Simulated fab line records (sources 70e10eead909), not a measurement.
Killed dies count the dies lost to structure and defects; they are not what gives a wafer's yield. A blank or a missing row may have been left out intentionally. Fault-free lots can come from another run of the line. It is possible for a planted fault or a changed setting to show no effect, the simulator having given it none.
fab line records -- flow nand-harc -- part 2 of 2: steps 5 to 6 of 6
record lots=22, wafers=66, last-day=25
route steps=1159 shown A_CHANNEL_HOLE_D1@474 A_CHANNEL_FILL_D1@496 A_STAIRCASE@550
lots that met no fault: taken from a fault-free run of the same line
start-h: the number of hours between the record's first day and the start of the first shown wafer of the lot -- wait-h: how many hours have passed since the lot's step before this one -- " unchanged from the row above -- L1.1+2: several wafers, shown together as one row -- - no value present, or no start provided -- * or withheld: withheld -- < > ~ a bound
route shown NAME@n: NAME is a module with steps in the file, n the number in the route of the first one -- usual: mean and standard deviation over wafers with no fault -- same: alike in all rows -- chamber/n: place in a boat -- sites: readings site by site -- _std_site: their standard deviation -- _edge_site: inner sites' mean taken away from outer sites' mean -- radius-mm: for every site, how far away it sits from the centre of the wafer -- mask NAME#n: copy n -- behind: the last tool/chamber to shape the wafer -- hold: cause of the lot's hold/its duration in hours/its outcome -- device: which transistor (n, p or np) failed to switch -- end of line: the tests these same wafers got at the end of their route -- a step without rows: its recipe alone -- killed: dies lost to structure and defects at the first sort, not the wafer's yield -- map: a wafer's dies, marking killed ones x, the rest . and places with no die _
set.NAME: the setting that was run; set.NAME@STEP: the one run at that earlier step -- model.NAME: the simulator's own value behind a step, which no gauge read
a sample of lots followed through the steps of the route, with each step as a table and each wafer as a row
services: from which hour (start-h, from the record's first day; less than 0 if before it) a tool's chamber was out of use, for how many hours, and why
## steps
# step NHARC_A_STAIRCASE_DESCUM_186
# recipe time-s=3, o2-flow-sccm=200, ar-flow-sccm=0, bias-power-w=0, chemistry=O2
# usual drypump-motor-current-A=6.0/0.4, oes-product-au=1.000/0.011, rf-vpp-V=57.6/0.93, showerhead-plenum-p-Torr=1.89/0.091, throttle-valve-pct=11.312/0.0092
lot.wafer,tool,chamber,start-h,wait-h,drypump-motor-current-A,oes-product-au,rf-hours-counter-h,rf-vpp-V,showerhead-plenum-p-Torr,throttle-valve-pct
L074.1,rie-diel-06,2,238.87,-,6.4,1.012,64,57.1,1.96,11.311
L074.3,rie-diel-06,3,238.87,-,6.3,1.019,65,56.7,1.78,11.299
L074.6,rie-diel-06,1,238.87,-,6.5,1.012,-,58.0,2.01,11.302
L076.4,rie-diel-01,3,250.35,-,6.0,1.000,43,58.6,1.93,11.330
L076.1,rie-diel-01,1,250.35,-,5.6,0.994,42,57.8,1.80,11.306
L076.5,rie-diel-01,3,250.35,-,6.0,0.998,-,59.5,1.93,11.326
L077.1,rie-diel-01,0,251.01,-,5.8,1.006,41,58.3,1.88,11.315
L077.6,rie-diel-01,1,251.01,-,5.6,1.005,-,56.2,1.80,11.318
L077.5,rie-diel-01,2,251.01,-,5.7,1.010,-,56.3,1.81,11.318
L078.1,rie-diel-01,2,266.11,-,5.8,0.982,42,56.3,1.81,11.312
L078.4,rie-diel-01,0,266.11,-,5.8,0.983,45,58.6,1.88,11.310
L078.6,rie-diel-01,2,266.11,-,5.7,1.004,-,57.6,1.81,11.300
L079.1,rie-diel-13,3,266.41,-,5.4,0.986,56,57.4,1.78,11.296
L079.4,rie-diel-13,2,266.41,-,6.5,1.008,59,56.2,1.76,11.299
L079.6,rie-diel-13,0,266.41,-,5.7,0.967,-,57.0,1.94,11.322
L080.2,rie-diel-06,2,277.81,-,6.4,1.005,9,57.3,1.95,11.294
L080.4,rie-diel-06,3,277.81,-,6.3,1.019,8,55.4,1.78,11.314
L080.6,rie-diel-06,1,277.81,-,6.5,0.999,-,58.4,2.01,11.299
L081.3,rie-diel-06,3,277.86,-,6.3,1.024,8,56.9,1.77,11.313
L081.4,rie-diel-06,0,277.86,-,5.9,0.991,8,58.1,1.96,11.309
L081.1,rie-diel-06,1,277.86,-,6.5,1.005,9,58.8,2.01,11.322
L082.2,rie-diel-06,0,293.65,-,5.9,0.992,17,58.1,1.96,11.300
L082.4,rie-diel-06,2,293.65,-,6.4,1.003,17,58.5,1.95,11.292
L082.1,rie-diel-06,3,293.65,-,6.2,1.007,16,57.2,1.77,11.308
L083.3,rie-diel-06,1,295.37,-,6.6,0.997,18,57.4,2.00,11.332
L083.1,rie-diel-06,2,295.37,-,6.4,1.002,17,57.1,1.95,11.322
L083.6,rie-diel-06,0,295.37,-,5.9,0.980,-,57.6,1.96,11.299
L084.3,rie-diel-01,2,306.26,-,5.8,1.012,56,58.0,1.80,11.330
L084.6,rie-diel-01,3,306.26,-,6.0,0.995,-,58.4,1.92,11.322
L084.5,rie-diel-01,0,306.26,-,5.8,0.993,-,57.6,1.88,11.324
L085.3,rie-diel-06,0,306.48,-,5.9,0.993,20,57.9,1.96,11.324
L085.4,rie-diel-06,2,306.48,-,6.5,0.995,20,57.1,1.95,11.310
L085.5,rie-diel-06,1,306.48,-,6.5,1.003,-,57.8,2.00,11.323
L087.2,rie-diel-06,0,315.93,-,5.9,0.998,25,60.7,1.95,11.312
L087.1,rie-diel-06,3,315.93,-,6.2,1.013,24,57.3,1.77,11.313
L087.6,rie-diel-06,0,315.93,-,5.9,0.998,-,56.8,1.95,11.317
L086.4,rie-diel-13,0,323.11,-,5.6,1.011,15,57.6,1.94,11.322
L086.1,rie-diel-13,1,323.11,-,5.3,1.006,17,57.6,1.81,11.313
L086.6,rie-diel-13,0,323.11,-,5.6,1.005,-,57.8,1.94,11.316
L089.2,rie-diel-01,2,326.93,-,5.7,1.004,1,57.0,1.80,11.294
L089.1,rie-diel-01,1,326.93,-,5.5,1.012,0,56.6,1.79,11.304
L089.5,rie-diel-01,3,326.93,-,6.0,1.005,-,59.0,1.92,11.313
L090.1,rie-diel-06,1,338.55,-,6.5,1.004,34,57.9,2.00,11.309
L090.2,rie-diel-06,2,338.55,-,6.4,1.001,33,57.7,1.95,11.308
L090.4,rie-diel-06,0,338.55,-,5.9,0.983,35,59.0,1.95,11.302
L091.4,rie-diel-13,2,338.88,-,6.5,0.992,24,58.7,2.07,11.313
L091.1,rie-diel-13,3,338.88,-,5.4,0.984,25,56.4,1.77,11.315
L091.3,rie-diel-13,1,338.88,-,5.3,0.985,23,57.9,1.81,11.307
L092.1,rie-diel-01,3,339.88,-,6.0,1.004,6,57.2,1.92,11.315
L092.5,rie-diel-01,0,339.88,-,5.8,1.016,-,57.8,1.88,11.320
L092.6,rie-diel-01,2,339.88,-,5.8,1.012,-,57.9,1.80,11.309
L093.3,rie-diel-13,0,351.81,-,5.7,1.005,27,57.0,1.93,11.312
L093.2,rie-diel-13,1,351.81,-,5.3,0.998,28,57.9,1.81,11.310
L093.1,rie-diel-13,2,351.81,-,6.5,0.992,29,57.1,2.07,11.318
L094.3,rie-diel-01,2,357.22,-,5.8,1.008,12,57.1,1.80,11.319
L094.4,rie-diel-01,3,357.22,-,6.0,1.013,11,57.9,1.92,11.311
L094.6,rie-diel-01,1,357.22,-,5.6,1.005,-,57.0,1.79,11.299
L095.1,rie-diel-13,0,360.69,-,5.6,1.017,29,59.1,1.93,11.306
L095.2,rie-diel-13,1,360.69,-,5.3,0.997,30,56.9,1.81,11.310
L095.6,rie-diel-13,3,360.69,-,5.4,0.979,-,56.5,1.77,11.336
L096.2,rie-diel-06,1,370.91,-,6.5,1.008,47,59.2,1.99,11.313
L096.5,rie-diel-06,2,370.91,-,6.4,0.982,-,57.1,1.94,11.323
L096.4,rie-diel-06,0,370.91,-,5.9,0.987,-,57.8,1.95,11.301
L097.1,rie-diel-13,3,383.42,-,5.4,0.985,41,56.1,1.76,11.314
L097.3,rie-diel-13,0,383.42,-,5.6,1.011,37,57.8,1.93,11.315
L097.6,rie-diel-13,2,383.42,-,6.5,1.002,-,59.2,2.06,11.304
# step NHARC_A_STAIRCASE_TRIM_187
# recipe time-s=211.2, o2-flow-sccm=500, ar-flow-sccm=0, bias-w=0, chemistry=O2
# usual drypump-motor-current-A=6.0/0.4, oes-product-au=0.999/0.0091, rf-vpp-V=57.7/0.93, showerhead-plenum-p-Torr=3.48/0.15, throttle-valve-pct=17.036/0.0096
lot.wafer,tool,chamber,start-h,wait-h,drypump-motor-current-A,oes-product-au,rf-hours-counter-h,rf-vpp-V,showerhead-plenum-p-Torr,throttle-valve-pct
L074.1,rie-diel-06,2,239.00,0.1,6.5,0.992,64,58.0,3.61,17.036
L074.3,rie-diel-06,3,239.00,0.1,6.3,1.007,65,57.9,3.29,17.046
L074.6,rie-diel-06,1,239.00,0.1,6.5,0.999,-,58.5,3.70,17.033
L076.1,rie-diel-01,2,250.42,0.1,5.8,0.991,36,57.3,3.35,17.028
L076.4,rie-diel-01,3,250.42,0.1,6.0,0.987,43,57.6,3.55,17.045
L076.5,rie-diel-01,3,250.42,0.1,6.0,0.985,-,57.3,3.55,17.043
L077.1,rie-diel-01,1,251.09,0.1,5.6,0.986,42,55.9,3.33,17.028
L077.5,rie-diel-01,0,251.09,0.1,5.8,1.000,-,59.0,3.48,17.056
L077.6,rie-diel-01,1,251.09,0.1,5.6,0.992,-,57.5,3.33,17.047
L078.4,rie-diel-01,3,266.19,0.1,6.0,0.989,49,56.2,3.55,17.025
L078.1,rie-diel-01,1,266.19,0.1,5.6,0.992,47,57.5,3.32,17.052
L078.6,rie-diel-01,0,266.19,0.1,5.7,0.998,-,58.4,3.48,17.050
L079.1,rie-diel-13,0,266.50,0.1,5.6,0.979,56,58.2,3.58,17.043
L079.4,rie-diel-13,1,266.50,0.1,5.3,0.997,55,57.3,3.36,17.049
L079.6,rie-diel-13,0,266.50,0.1,5.7,0.977,-,58.3,3.58,17.040
L080.4,rie-diel-06,2,277.95,0.1,6.4,1.007,9,58.3,3.60,17.021
L080.2,rie-diel-06,1,277.95,0.1,6.6,1.002,9,58.6,3.69,17.030
L080.6,rie-diel-06,3,277.95,0.1,6.3,1.012,-,56.5,3.29,17.028
L081.3,rie-diel-06,0,278.04,0.2,5.9,0.985,9,56.0,3.61,17.048
L081.1,rie-diel-06,1,278.04,0.2,6.6,0.982,9,58.8,3.69,17.026
L081.4,rie-diel-06,2,278.04,0.2,6.5,0.989,9,56.6,3.60,17.031
L082.2,rie-diel-06,3,293.73,0.1,6.3,1.010,16,56.1,3.29,17.043
L082.4,rie-diel-06,1,293.73,0.1,6.6,0.998,17,58.2,3.68,17.028
L082.1,rie-diel-06,2,293.73,0.1,6.4,1.005,17,58.4,3.60,17.028
L083.3,rie-diel-06,0,295.44,0.1,5.9,1.000,18,57.3,3.60,17.032
L083.1,rie-diel-06,3,295.44,0.1,6.3,1.015,17,58.1,3.29,17.023
L083.6,rie-diel-06,1,295.44,0.1,6.5,1.001,-,58.2,3.68,17.028
L084.3,rie-diel-01,3,306.32,0.1,6.0,0.995,63,58.1,3.54,17.031
L084.5,rie-diel-01,3,306.32,0.1,6.0,0.992,-,56.5,3.54,17.035
L084.6,rie-diel-01,0,306.32,0.1,5.8,0.995,-,58.0,3.47,17.036
L085.3,rie-diel-06,0,306.58,0.1,5.9,0.990,20,59.5,3.60,17.054
L085.4,rie-diel-06,1,306.58,0.1,6.6,1.011,20,59.2,3.68,17.040
L085.5,rie-diel-06,0,306.58,0.1,5.9,0.990,-,57.5,3.60,17.038
L087.2,rie-diel-06,3,316.01,0.1,6.3,1.003,24,56.3,3.28,17.045
L087.1,rie-diel-06,1,316.01,0.1,6.6,0.997,24,59.4,3.68,17.039
L087.6,rie-diel-06,0,316.01,0.1,5.9,0.990,-,57.1,3.60,17.050
L086.4,rie-diel-13,3,323.44,0.3,5.4,0.984,18,57.4,3.28,17.035
L086.1,rie-diel-13,1,323.44,0.3,5.3,1.002,17,57.8,3.35,17.030
L086.6,rie-diel-13,2,323.44,0.3,6.6,1.000,-,58.8,3.80,17.036
L089.1,rie-diel-01,2,327.08,0.1,5.8,1.008,1,56.7,3.34,17.042
L089.2,rie-diel-01,0,327.08,0.1,5.8,1.006,1,57.8,3.46,17.013
L089.5,rie-diel-01,2,327.08,0.1,5.8,1.001,-,56.9,3.34,17.027
L090.1,rie-diel-06,1,338.65,0.1,6.6,1.009,34,57.5,3.68,17.028
L090.2,rie-diel-06,2,338.65,0.1,6.5,0.990,33,59.1,3.59,17.046
L090.4,rie-diel-06,3,338.65,0.1,6.3,1.010,35,56.3,3.28,17.013
L091.3,rie-diel-13,0,338.99,0.1,5.7,1.013,22,58.7,3.57,17.036
L091.1,rie-diel-13,1,338.99,0.1,5.3,1.003,23,57.5,3.35,17.043
L091.4,rie-diel-13,2,338.99,0.1,6.5,0.995,24,58.3,3.79,17.040
L092.1,rie-diel-01,3,339.99,0.1,6.0,0.994,6,58.2,3.54,17.029
L092.5,rie-diel-01,1,339.99,0.1,5.5,1.009,-,57.1,3.32,17.033
L092.6,rie-diel-01,2,339.99,0.1,5.8,0.998,-,56.8,3.34,17.010
L093.3,rie-diel-13,0,351.88,0.1,5.7,1.017,27,58.3,3.56,17.032
L093.1,rie-diel-13,2,351.88,0.1,6.5,0.994,29,58.9,3.79,17.036
L093.2,rie-diel-13,3,351.88,0.1,5.4,0.998,30,57.1,3.28,17.031
L094.4,rie-diel-01,0,357.34,0.1,5.8,1.013,11,58.3,3.46,17.045
L094.3,rie-diel-01,2,357.34,0.1,5.8,0.997,12,57.4,3.33,17.038
L094.6,rie-diel-01,0,357.34,0.1,5.8,1.011,-,56.5,3.46,17.044
L095.1,rie-diel-13,1,360.78,0.1,5.3,0.987,31,58.0,3.34,17.027
L095.2,rie-diel-13,2,360.78,0.1,6.5,0.987,32,58.7,3.79,17.041
L095.6,rie-diel-13,0,360.78,0.1,5.6,1.005,-,58.6,3.56,17.040
L096.2,rie-diel-06,0,371.03,0.1,5.9,0.978,48,58.9,3.59,17.062
L096.5,rie-diel-06,2,371.03,0.1,6.4,0.994,-,59.3,3.58,17.031
L096.4,rie-diel-06,1,371.03,0.1,6.6,1.013,-,57.2,3.67,17.048
L097.1,rie-diel-13,0,383.49,0.1,5.7,1.005,37,58.3,3.56,17.041
L097.3,rie-diel-13,1,383.49,0.1,5.3,1.005,39,58.0,3.34,17.028
L097.6,rie-diel-13,0,383.49,0.1,5.6,1.014,-,57.5,3.56,17.038
## services
tool,chamber,start-h,hours,kind
rie-diel-06,0,171.30,-,clean
rie-diel-06,1,171.30,-,clean
rie-diel-06,2,171.30,-,clean
rie-diel-06,3,171.30,-,clean
rie-diel-01,2,173.13,22.8,repair
rie-diel-06,3,190.61,4.7,repair
rie-diel-06,1,199.82,13.2,repair
har-etch-01,-,199.91,7.6,repair
har-etch-01,-,207.76,3.0,repair
ald-hk-01,-,228.00,10.0,pm
rie-diel-06,-,241.27,9.0,pm
rie-diel-01,1,255.60,2.0,repair
rie-diel-01,0,260.84,5.2,repair
har-etch-01,-,274.04,0.7,repair
rie-diel-13,-,276.08,9.0,pm
rie-diel-06,-,296.99,3.5,repair
har-etch-01,-,305.00,17.0,pm
rie-diel-01,1,308.71,14.6,repair
rie-diel-13,2,309.80,3.9,repair
rie-diel-01,-,315.40,9.0,pm
ald-hk-01,-,323.00,0.9,repair
ald-hk-03,-,323.81,10.0,pm
rie-diel-01,1,333.90,6.0,repair
rie-diel-06,3,359.28,27.0,repair
